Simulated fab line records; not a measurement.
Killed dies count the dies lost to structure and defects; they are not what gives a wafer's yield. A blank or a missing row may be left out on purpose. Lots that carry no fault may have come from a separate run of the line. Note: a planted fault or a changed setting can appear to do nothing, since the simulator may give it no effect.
Chamber matching + flow n5 finfet + N5_BEOL_M7_CURE_74 on uv cure-02 has 3 sister chambers
The step cures SiCOH lowk, time 240 s. 6 wafers are shown with their chamber, then 10 later ones without.

## WAFERS, EACH WITH ITS CHAMBER
| wafer  | chamber | wafer_temp_C_max | lamp power pct (%) |
|--------|---------|------------------|--------------------|
| L077.3 | 0       | 386.2            | 52.33              |
| L077.6 | 0       | 386.9            | 52.35              |
| L082.2 | 1       | 386.4            | 52.30              |
| L082.6 | 1       | 386.5            | 52.39              |
| L086.1 | 2       | 387.2            | 52.34              |
| L086.4 | 2       | 387.8            | 52.16              |

## WAFERS WITH NO CHAMBER GIVEN
| wafer  | wafer_temp_C_max | lamp power pct (%) |
|--------|------------------|--------------------|
| L086.5 | 387.2            | 52.28              |
| L083.1 | 386.4            | 52.37              |
| L083.3 | 386.5            | 52.27              |
| L083.5 | 386.7            | 52.37              |
| L088.1 | 386.0            | 52.29              |
| L088.2 | 386.3            | 52.27              |
| L088.5 | 386.0            | 52.25              |
| L095.2 | 386.0            | 52.22              |
| L095.5 | 385.8            | 52.31              |
| L095.6 | 385.9            | 52.39              |

## WHICH CHAMBER EACH ONE RAN IN
| wafer  | from the rows above          | in truth |
|--------|------------------------------|----------|
| L086.5 | can't be placed: 2 or 0 or 1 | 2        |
| L083.1 | can't be placed: 1 or 0      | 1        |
| L083.3 | can't be placed: 0 or 1 or 2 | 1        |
| L083.5 | can't be placed: 0 or 1      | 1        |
| L088.1 | can't be placed: 1 or 0      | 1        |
| L088.2 | can't be placed: 1 or 0      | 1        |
| L088.5 | can't be placed: 1 or 0      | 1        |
| L095.2 | can't be placed: 1 or 0      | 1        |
| L095.5 | can't be placed: 1 or 0      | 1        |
| L095.6 | can't be placed: 1 or 0      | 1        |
Placed correctly: 0 of 10. Not placeable from these rows: 10 (in 10, the candidates include the true chamber). Number placed wrongly: 0.
How it was worked out, from the rows above alone: a wafer's distance from a chamber is the root of the sum, over the readings, of the square of ((its reading less the chamber's mean) divided by the reading's scatter). The wafer belongs to the nearest chamber; if the next one is less than 2 further off, it can't be placed. The mean given for a chamber averages the wafers shown for that chamber. The scatter: take each reading less its chamber's mean, square it, sum over the shown wafers, divide by the number of wafers less the number of chambers, and take the root.
